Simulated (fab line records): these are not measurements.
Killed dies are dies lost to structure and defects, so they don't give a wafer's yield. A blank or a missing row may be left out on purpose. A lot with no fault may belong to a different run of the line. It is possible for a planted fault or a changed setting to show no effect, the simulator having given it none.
Chamber matching + flow nand_harc + NHARC_A_CHANNEL_HOLE_D1_ETCH_38 on rie_diel-05: 4 sister chambers
The step etches the open film in CF4, target depth 39 nm, time 65 s. 4 wafers are shown with their chamber, then 8 later ones without.

WAFERS, EACH WITH ITS CHAMBER
| wafer  | chamber | showerhead_plenum_p_Torr (Torr) |
|--------|---------|---------------------------------|
| L075.1 | 1       | 1.82                            |
| L091.2 | 3       | 1.82                            |
| L091.3 | 0       | 1.66                            |
| L090.1 | 2       | 1.66                            |

WAFERS WITHOUT THEIR CHAMBER
| wafer  | showerhead_plenum_p_Torr (Torr) |
|--------|---------------------------------|
| L090.2 | 1.82                            |
| L090.5 | 1.83                            |
| L094.1 | 1.66                            |
| L094.2 | 1.66                            |
| L094.3 | 1.82                            |
| L096.1 | 1.82                            |
| L096.2 | 1.66                            |
| L096.4 | 1.82                            |

WHICH CHAMBER EACH ONE RAN IN
| wafer  | from the rows above     | in truth |
|--------|-------------------------|----------|
| L090.2 | can't be placed: 1 or 3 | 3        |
| L090.5 | can't be placed: 1 or 3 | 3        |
| L094.1 | can't be placed: 0 or 2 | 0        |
| L094.2 | can't be placed: 0 or 2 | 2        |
| L094.3 | can't be placed: 1 or 3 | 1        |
| L096.1 | can't be placed: 1 or 3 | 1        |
| L096.2 | can't be placed: 0 or 2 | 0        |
| L096.4 | can't be placed: 1 or 3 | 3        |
0 of 8 placed correctly. These rows do not allow placing 8 (true chamber among the candidates in 8). 0 placed wrongly.
How it was worked out, from the rows above alone: a wafer's distance from a chamber is the root of the sum, over the readings, of the square of ((its reading less the chamber's mean) divided by the reading's scatter). The wafer belongs to the nearest chamber; if the next one is less than 2 further off, it can't be placed. Each chamber's mean is taken over the wafers shown for it. The scatter: with one shown wafer a chamber, the root of the mean of the squares of how far each hidden wafer lies from its nearest shown one.
